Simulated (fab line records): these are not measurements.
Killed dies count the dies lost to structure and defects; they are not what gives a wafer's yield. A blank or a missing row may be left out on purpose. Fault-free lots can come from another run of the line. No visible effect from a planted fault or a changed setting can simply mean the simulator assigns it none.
A struck lot beside a sound one || flow nand harc || 16 steps out of a route of 1302
Sound: the wafers L763.2, L763.3, L763.6. Struck: wafers L769.1, L769.3, L769.4. The cause comes at the end.
Order at every step that has rows: each side's tool, ch and its chambers, its first start. Under that, the readings that differ: sound wafers || struck wafers || difference of the means || sigmas: that difference in standard deviations of wafers without a fault.
alike: words and numbers the same on both sides, and readings whose means are apart by under 2 such deviations; not compared: readings that were withheld, readings missing a value for some wafer, numbers with overlapping values and no deviation given by the record, and bounds like >300 which may hide the same value.
A row with sigmas, a row that says differs or no value, or rows on one side alone: a step with any of these is where the two part. Numbers that don't overlap but have no deviation are shown without sigmas and don't part them. A reading that every wafer of one side lacks parts them only if that side has two wafers or more.

NHARC_A_ONON_D2_THK_MEAS_08: measures by ellipsometry.
  sound on film metro-01 at day 13 07:22; struck on film metro-01 at day 16 00:20
  alike: thk nm
following that, 1 step holds no rows for these wafers, namely NHARC_A_ONON_D2_DEP_09 (target thickness 1000 nm).
NHARC_A_ONON_D2_THK_MEAS_11: measures by ellipsometry.
  sound on film metro-02 at day 13 07:56; struck on film metro-02 at day 16 00:54
  alike: thk nm
following that, 1 step holds no rows for these wafers, namely NHARC_A_ONON_D2_DEP_12 (target thickness 1000 nm).
NHARC_A_ONON_D2_THK_MEAS_14: measures by ellipsometry.
  sound on film metro-01 at day 13 08:29; struck on film metro-02 at day 16 01:29
  alike: thk nm
then, 2 steps without rows for these wafers: NHARC_A_ONON_D2_ANNEAL_15 (time 3600 s); NHARC_A_ONON_D2_DEP_16 (target thk 1000 nm).
NHARC_A_ONON_D2_THK_MEAS_18: measures by ellipsometry.
  sound on film metro-01 at day 13 15:49; struck on film metro-02 at day 16 09:14
  alike: thk nm
following that, 1 step holds no rows for these wafers, namely NHARC_A_ONON_D2_DEP_19 (target thickness 1000 nm).
NHARC_A_ONON_D2_THK_MEAS_21: measures by ellipsometry.
  sound on film metro-01 at day 13 16:23; struck on film metro-02 at day 16 09:56
  alike: thk nm
following that, 1 step holds no rows for these wafers, namely NHARC_A_ONON_D2_DEP_22 (target thickness 1000 nm).
NHARC_A_ONON_D2_THK_MEAS_24: measures by ellipsometry.
  sound on film metro-01 at day 13 16:56; struck on film metro-02 at day 16 10:38
  alike: thk nm
NHARC_A_ONON_D2_DEP_25: target thk 1000 nm.
  sound on pecvd onon-02 ch 0, day 13 17:03; struck on pecvd onon-03 ch 0, day 16 10:46
  alike: n2o flow sccm
NHARC_A_ONON_D2_THK_MEAS_27: measures by ellipsometry.
  sound on film metro-01 at day 13 17:31; struck on film metro-02 at day 16 11:16
{"reading": "thk nm (nm)", "sound": "1005 1005 1007", "struck": "448 450 450", "difference": -556, "sigmas": -56}
following that, 1 step holds no rows for these wafers, namely NHARC_A_ONON_D2_DEP_28 (target thickness 1000 nm).
-- record jumps: 12 days between struck wafers' starts before vs after; left off in module A_ONON_D2, resumes in module END, first step shown is number 1302 of the route --
NHARC_END_SORT_01:
  at this point the record logs the struck wafers (prober-02 ch 0, day 28 11:25) and has no rows for the sound ones

WHERE THEY PART
Earliest at NHARC_A_ONON_D2_THK_MEAS_27; latest, in this record, at NHARC_END_SORT_01.

WHY: what the simulator had put in
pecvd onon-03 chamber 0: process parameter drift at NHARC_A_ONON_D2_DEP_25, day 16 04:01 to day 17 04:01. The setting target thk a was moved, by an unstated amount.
